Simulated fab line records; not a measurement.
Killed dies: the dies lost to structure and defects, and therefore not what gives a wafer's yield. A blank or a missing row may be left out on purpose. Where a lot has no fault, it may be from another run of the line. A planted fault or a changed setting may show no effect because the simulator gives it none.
Matching of chambers :: flow n5Finfet :: cmp-04 running N5_MOL_CONTACT_COAG_CMP_28: 4 sister chambers
The step polishes, stops on SiNx, t overpolish 0.85 s, target thk 14.522 nm. 14 wafers are shown with their chamber, then 7 later ones without.

WAFERS PAIRED WITH THEIR CHAMBERS
wafer: L074.2
chamber: 2
motorCurrentA (A): 12.8
edgeZonePressureFrac: 0.995
timeToEndpointS (s): 6.4

wafer: L074.3
chamber: 1
motorCurrentA (A): 10.9
edgeZonePressureFrac: 0.999
timeToEndpointS (s): 2.8

wafer: L074.6
chamber: 3
motorCurrentA (A): 12.5
edgeZonePressureFrac: 0.999
timeToEndpointS (s): 5.8

wafer: L081.1
chamber: 2
motorCurrentA (A): 12.2
edgeZonePressureFrac: 1.008
timeToEndpointS (s): 6.2

wafer: L081.3
chamber: 1
motorCurrentA (A): 11.6
edgeZonePressureFrac: 0.995
timeToEndpointS (s): 5.4

wafer: L081.5
chamber: 1
motorCurrentA (A): 11.8
edgeZonePressureFrac: 0.998
timeToEndpointS (s): 7.7

wafer: L082.2
chamber: 1
motorCurrentA (A): 12.0
edgeZonePressureFrac: 0.998
timeToEndpointS (s): 4.4

wafer: L082.4
chamber: 0
motorCurrentA (A): 12.1
edgeZonePressureFrac: 0.997
timeToEndpointS (s): 4.9

wafer: L082.6
chamber: 3
motorCurrentA (A): 11.1
edgeZonePressureFrac: 1.005
timeToEndpointS (s): 5.3

wafer: L084.3
chamber: 3
motorCurrentA (A): 12.5
edgeZonePressureFrac: 1.003
timeToEndpointS (s): 7.7

wafer: L084.4
chamber: 2
motorCurrentA (A): 11.8
edgeZonePressureFrac: 0.993
timeToEndpointS (s): 4.7

wafer: L084.5
chamber: 1
motorCurrentA (A): 11.9
edgeZonePressureFrac: 1.001
timeToEndpointS (s): 6.4

wafer: L091.1
chamber: 3
motorCurrentA (A): 12.4
edgeZonePressureFrac: 1.000
timeToEndpointS (s): 6.4

wafer: L091.3
chamber: 2
motorCurrentA (A): 12.4
edgeZonePressureFrac: 0.997
timeToEndpointS (s): 1.6

SIGNATURES (means of the wafers above)
reading: motorCurrentA
chamber 0: 12.100
chamber 1: 11.640
chamber 2: 12.300
chamber 3: 12.125
scatter within a chamber: 0.52

reading: edgeZonePressureFrac
chamber 0: 0.99700
chamber 1: 0.99820
chamber 2: 0.99825
chamber 3: 1.00175
scatter within a chamber: 0.0042

reading: timeToEndpointS
chamber 0: 4.900
chamber 1: 5.340
chamber 2: 4.725
chamber 3: 6.300
scatter within a chamber: 1.79
Rule: distance of a wafer from a chamber = root of the sum over the readings of ((wafer's reading minus chamber's mean) / reading's scatter) squared. If the next closest chamber is less than 2 further off than the closest, the wafer can't be placed; otherwise it belongs to the closest. The scatter: the root of (the sum of the squares of (reading less its chamber's mean) over the shown wafers, divided by (wafers less chambers)).

WAFERS WITHOUT THEIR CHAMBER
wafer: L091.4
motorCurrentA (A): 12.6
edgeZonePressureFrac: 1.002
timeToEndpointS (s): 5.8

wafer: L094.1
motorCurrentA (A): 11.9
edgeZonePressureFrac: 1.007
timeToEndpointS (s): 3.7

wafer: L094.4
motorCurrentA (A): 12.6
edgeZonePressureFrac: 0.993
timeToEndpointS (s): 3.0

wafer: L094.6
motorCurrentA (A): 12.6
edgeZonePressureFrac: 1.003
timeToEndpointS (s): 2.5

wafer: L095.1
motorCurrentA (A): 12.5
edgeZonePressureFrac: 0.999
timeToEndpointS (s): 6.3

wafer: L095.3
motorCurrentA (A): 11.7
edgeZonePressureFrac: 0.999
timeToEndpointS (s): 7.4

wafer: L095.4
motorCurrentA (A): 12.8
edgeZonePressureFrac: 1.003
timeToEndpointS (s): 7.0

WHICH CHAMBER EACH ONE RAN IN
wafer: L091.4
from the rows above: can't be placed: 3 or 2 or 0 or 1
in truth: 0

wafer: L094.1
from the rows above: can't be placed: 3 or 2 or 1 or 0
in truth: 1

wafer: L094.4
from the rows above: can't be placed: 2 or 0 or 1 or 3
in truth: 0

wafer: L094.6
from the rows above: can't be placed: 2 or 0 or 3 or 1
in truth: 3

wafer: L095.1
from the rows above: can't be placed: 3 or 2 or 0 or 1
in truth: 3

wafer: L095.3
from the rows above: can't be placed: 1 or 3 or 0 or 2
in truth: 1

wafer: L095.4
from the rows above: can't be placed: 3 or 2 or 0 or 1
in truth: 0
0 of 7 placed correctly. These rows do not allow placing 7 (true chamber among the candidates in 7). Placed wrongly: 0.
